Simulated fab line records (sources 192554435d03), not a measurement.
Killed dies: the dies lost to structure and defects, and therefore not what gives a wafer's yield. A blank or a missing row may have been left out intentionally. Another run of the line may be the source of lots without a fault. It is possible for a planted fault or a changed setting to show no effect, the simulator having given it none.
8D (eight disciplines) problem report, filled in by code || flow n5-finfet || the parts of the form that need people (team, actions taken, sign-off) are left out

## 1. WHAT IS WRONG
Mean of cd-nm at N5_BEOL_M0_SAQP_CD_MEAS_40: 24.30 nm across 4 wafers in 2 lots; on wafers with no fault it is 30.00 nm (standard deviation 0.24). That puts it -24 standard deviations away from the usual mean.
The step: target cd 30 nm.
The first sign was on wafer L449.2 at day 11 05:38, on cd-sem-03. The record has a number at this step for 25 wafers belonging to 9 lots. Rule for "out", or "out of limits": more than 4 standard deviations from the usual mean. The rest of the wafers with a number are treated as sound.

## 2. WHAT IT IS; WHAT IT IS NOT
{"question": "which readings at this step", "is": "cd-nm", "is not": "-"}
{"question": "which lots", "is": "L449, L451", "is not": "L431, L433, L437, L438, L440, L441, L447"}
{"question": "which wafers of those lots", "is": "all that have a number", "is not": "-"}
{"question": "read on which gauges", "is": "cd-sem-02, cd-sem-03", "is not": "cd-sem-01"}
{"question": "when", "is": "from day 11 05:38", "is not": "up to then (21 sound wafers)"}

## 3. WHAT RULES OUT EACH SUSPECT
Counting: a tool at any process step up to the reading remains a suspect when it ran all the lots that are out and ran no sound lot after the first of those.
- the gauge at N5_BEOL_M0_SAQP_CD_MEAS_40 is ruled out. 2 gauges (cd-sem-02, cd-sem-03) read the wafers that are out.
- rie-diel-01 at N5_BEOL_M0_SAQP_SPACER2_ETCHBACK_27 (etches SiO2 in CHF3/O2, target depth 22.5 nm, time 11.25 s): kept. It ran every lot that is out, first L449 (day 11 05:08), and no sound lot after that; its last sound lot up to then is L447 (day 10 16:18).
- euv-scanner-02 at N5_BEOL_M0_SAQP_EXPOSE_37 (exposes mask M0 CUT1, target cd 30 nm): kept. It ran every lot that is out, first L449 (day 11 05:31), and no sound lot after that; its last sound lot up to then is L447 (day 10 17:37).
Remaining after the count are rie-diel-01 at N5_BEOL_M0_SAQP_SPACER2_ETCHBACK_27 and euv-scanner-02 at N5_BEOL_M0_SAQP_EXPOSE_37.

## 4. THE CAUSE (what the simulator had put in)
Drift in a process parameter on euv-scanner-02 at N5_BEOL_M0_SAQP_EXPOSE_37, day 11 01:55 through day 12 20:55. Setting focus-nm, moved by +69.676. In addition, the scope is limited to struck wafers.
2 suspects survive the count, and this tool is in that group.

## 5. THE CHAIN OF EFFECTS, in route order
Each row: a reading whose mean over the struck wafers that have a number lies more than 3 standard deviations from the usual. Only readings for which the record gives a usual standard deviation are gone through. hours: the time from each lot's start at the first step in this table that gives one to its start at this step, as a median over the lots. sigmas: the change in usual standard deviations.
{"hours": 0, "step": "N5_BEOL_M0_SAQP_CD_MEAS_40", "reading": "cd-nm", "usual": "30.00 nm", "on struck wafers": 24.30, "change": -5.70, "sigmas": -24}
{"hours": 167, "step": "N5_PASSIVATION_PROBE_49", "reading": "defect-limited-yield", "usual": "91.2 %", "on struck wafers": 0.0, "change": -91.2, "sigmas": -61}
{"hours": 167, "step": "N5_PASSIVATION_PROBE_49", "reading": "killed_at_M0_to_M3", "usual": 34, "on struck wafers": 1124, "change": "+1090", "sigmas": "+99 or more"}
{"hours": 167, "step": "N5_PASSIVATION_PROBE_49", "reading": "killed-dies", "usual": 103, "on struck wafers": 1180, "change": "+1077", "sigmas": "+60"}
{"hours": 167, "step": "N5_PASSIVATION_PROBE_49", "reading": "killed-on-rim", "usual": 14, "on struck wafers": 152, "change": "+138", "sigmas": "+34"}
{"hours": 167, "step": "N5_PASSIVATION_PROBE_49", "reading": "sort-n-pass", "usual": 1076, "on struck wafers": 0, "change": -1076, "sigmas": -60}
{"hours": 167, "step": "N5_PASSIVATION_PROBE_49", "reading": "sort-yield-pct", "usual": "91.2 %", "on struck wafers": 0.0, "change": -91.2, "sigmas": -61}
The process steps in it:
- N5_PASSIVATION_PROBE_49

## 6. WHAT WOULD HAVE CAUGHT IT SOONER
In this record the first reading out of limits at a measuring or inspecting step was taken at day 11 05:38, 4 hours after the fault began at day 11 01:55.
Among the 2 lots that are out, L451 began N5_BEOL_M0_SAQP_EXPOSE_37 on euv-scanner-02 after day 11 05:38. A tool hold placed at that time would have kept it from harm.
